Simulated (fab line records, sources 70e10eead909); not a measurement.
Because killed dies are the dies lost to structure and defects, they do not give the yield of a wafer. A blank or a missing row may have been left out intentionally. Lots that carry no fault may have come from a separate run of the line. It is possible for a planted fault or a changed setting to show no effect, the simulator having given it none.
A lot that was struck, set against a sound lot ; flow nandHarc ; 14 steps out of a route of 1302
Sound: the wafers L196.4, L196.5, L196.6. Wafers L183.2, L183.3, L183.4 were the ones struck. The cause comes at the end.
Order at every step that has rows: each side's tool, ch and its chambers, its first start. Under that, the readings that differ: sound wafers ; struck wafers ; difference of the means ; sigmas: that difference in standard deviations of wafers without a fault.
alike: a reading whose means differ by less than 2 such deviations, as well as words and numbers matching on both sides. not compared: withheld readings; readings where some wafer has no value; bounds like >300 that might hide an equal value; numbers whose values overlap and for which the record gives no deviation.
Wherever a step has rows on one side only, a row that says differs or no value, or a row with sigmas, the two part there. Numbers that don't overlap but have no deviation are shown without sigmas and don't part them. A reading that every wafer of one side lacks parts them only if that side has two wafers or more.

NHARC_A_SGD_CUT_STRIP_17: strips in O2.
  sound on rieDiel-04 ch 0,2,3; struck on rieDiel-05 ch 0,1,2
  alike: drypumpMotorCurrentA, oesProductAu, rfVppV, showerheadPlenumPTorr, throttleValvePct
  not compared: rfHoursCounterH
then, 4 steps without rows for these wafers: NHARC_A_SGD_CUT_PRECLEAN_18 (cleans in SC1); NHARC_A_SGD_CUT_SRD_19; NHARC_A_SGD_CUT_DEP_20 (deposits SiO2, target thk 150 nm); NHARC_A_SGD_CUT_ANNEAL_27 (time 1800 s).
NHARC_A_SGD_CUT_CMP_21: polishes, target thk 148.19 nm.
  sound on cmp-01 ch 0,1,2, day 26 16:11; struck on cmp-02 ch 0,1,2, day 20 22:18
  alike: motorCurrentA, timeToEndpointS
  not compared: padLifeWafers
NHARC_A_SGD_CUT_THK_MEAS_22: measures by ellipsometry.
  struck on filmMetro-01, day 20 22:32; sound on filmMetro-02, day 26 16:24
  alike: thkNm
then, 2 steps without rows for these wafers: NHARC_A_SGD_CUT_SRD_23; NHARC_A_SGD_CUT_ETCH_26 (etches SiO2 in dHF, target depth 45.8 nm).
NHARC_A_SGD_CUT_ETCHBACK_24: etches the open film in CH3F/O2, target depth 50 nm, time 92.857 s.
  sound on rieDiel-07 ch 0,1,3, day 26 16:40; struck on rieDiel-05 ch 0,1,3, day 20 22:46
reading;sound;struck;difference;sigmas
oesProductAu (a.u.);1.02 1.04 1.01;0.94 0.92 0.93;-0.09;-2
rfHoursCounterH (h);- - -;3 3 3;no value on the sound wafers;
  alike: biasW, drypumpMotorCurrentA, rfVppV, showerheadPlenumPTorr, throttleValvePct
NHARC_A_SGD_CUT_STRIP_28: strips in O2, time 20 s.
  sound on rieDiel-07 ch 0,1,3, day 26 16:48; struck on rieDiel-05 ch 1,2,3
reading;sound;struck;difference;sigmas
rfHoursCounterH (h);- - -;3 3 3;no value on the sound wafers;
  alike: drypumpMotorCurrentA, oesProductAu, rfVppV, showerheadPlenumPTorr, throttleValvePct
NHARC_A_SGD_CUT_INSPECT_25:
  struck on defectInspect-02, day 20 23:00; sound on defectInspect-02, day 26 16:53
  alike: rawDefectCount
NHARC_A_SLIT_DEP_25: deposits SiO2, target thk 200 nm.
  sound on pecvd-01 ch 0,1,2, day 26 17:17; struck on pecvd-01 ch 0,2, day 20 23:04
  no value came back on the struck wafers for chamberPressureTorr (Torr), heaterPowerOuterW (W), heaterPowerW (W), throttleValvePct (%); on the sound wafers chamberPressureTorr (Torr) reads 6.511 6.515 6.490
NHARC_A_SLIT_DEP_00: deposits aC, target thk 6200 nm.
  sound on aclDep-01 ch 0, day 26 19:25; struck on aclDep-02 ch 0, day 21 00:02
  alike: susceptorTempC, throttleValvePct

WHERE THEY PART
First at NHARC_A_SGD_CUT_ETCHBACK_24; last, within this record, at NHARC_A_SLIT_DEP_25. Later steps at which nothing parts them and some readings are alike: NHARC_A_SLIT_DEP_00.

WHY: whatever the simulator had introduced
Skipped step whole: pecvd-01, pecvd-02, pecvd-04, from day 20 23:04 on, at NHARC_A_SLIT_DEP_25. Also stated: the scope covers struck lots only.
